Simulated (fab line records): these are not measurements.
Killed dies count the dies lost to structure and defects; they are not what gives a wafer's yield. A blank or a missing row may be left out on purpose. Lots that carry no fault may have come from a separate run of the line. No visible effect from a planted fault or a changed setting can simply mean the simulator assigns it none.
Chamber matching    flow nand_harc    rie_diel-09 running NHARC_A_STAIRCASE_TRIM_20: 4 sister chambers
The step chemistry O2, time 211.2 s. 18 wafers are shown with their chamber, then 9 later ones without.

== WAFERS WITH THEIR CHAMBER ==
wafer   chamber  showerhead_plenum_p_Torr (Torr)  drypump_motor_current_A (A)  chamber_pressure_mTorr (mTorr)
L074.1  2        3.42                             5.6                          60.00
L074.2  1        3.68                             5.4                          59.93
L074.4  0        3.49                             5.2                          60.06
L077.4  1        3.67                             5.4                          59.88
L077.5  1        3.67                             5.4                          59.95
L077.6  0        3.48                             5.3                          59.98
L079.1  1        3.67                             5.4                          59.78
L079.4  3        3.66                             5.4                          60.00
L079.6  1        3.67                             5.4                          60.03
L081.2  1        3.67                             5.4                          59.98
L081.3  3        3.66                             5.4                          59.96
L081.4  2        3.41                             5.6                          60.06
L085.1  2        3.40                             5.6                          59.93
L085.3  1        3.66                             5.4                          59.97
L085.4  0        3.46                             5.2                          60.00
L084.1  2        3.40                             5.6                          59.93
L084.5  3        3.65                             5.3                          60.01
L084.6  2        3.40                             5.6                          60.02

SIGNATURES (means of the wafers above)
reading                   chamber 0  chamber 1  chamber 2  chamber 3  scatter within a chamber
showerhead_plenum_p_Torr  3.4767     3.6700     3.4060     3.6567     0.00867
drypump_motor_current_A   5.233      5.400      5.600      5.367      0.0309
chamber_pressure_mTorr    60.0133    59.9314    59.9880    59.9900    0.064
Rule: for each reading, subtract the chamber's mean from the wafer's reading, divide by that reading's scatter and square the result; add these up over the readings and take the root, which gives the wafer's distance from the chamber. If the next closest chamber is less than 2 further off than the closest, the wafer can't be placed; otherwise it belongs to the closest. How the scatter is found: for the shown wafers, subtract from each reading the mean of its chamber, square and add these, divide the total by (wafers less chambers), then take the root.

== WAFERS WITH NO CHAMBER GIVEN ==
wafer   showerhead_plenum_p_Torr (Torr)  drypump_motor_current_A (A)  chamber_pressure_mTorr (mTorr)
L091.1  3.65                             5.4                          59.97
L091.2  3.65                             5.3                          60.05
L091.4  3.65                             5.3                          60.00
L093.1  3.40                             5.6                          60.00
L093.2  3.45                             5.2                          60.05
L093.5  3.45                             5.2                          59.93
L097.2  3.64                             5.4                          59.99
L097.4  3.40                             5.5                          60.02
L097.6  3.40                             5.6                          59.88

== THE CHAMBER EACH PASSED THROUGH ==
wafer   from the rows above      in truth
L091.1  can't be placed: 3 or 1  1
L091.2  can't be placed: 3 or 1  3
L091.4  can't be placed: 3 or 1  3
L093.1  2                        2
L093.2  0                        0
L093.5  0                        0
L097.2  can't be placed: 3 or 1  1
L097.4  2                        2
L097.6  2                        2
Correct placement for 5 of the 9. Not placeable from these rows: 4 (in 4, the candidates include the true chamber). Wrongly placed: 0.
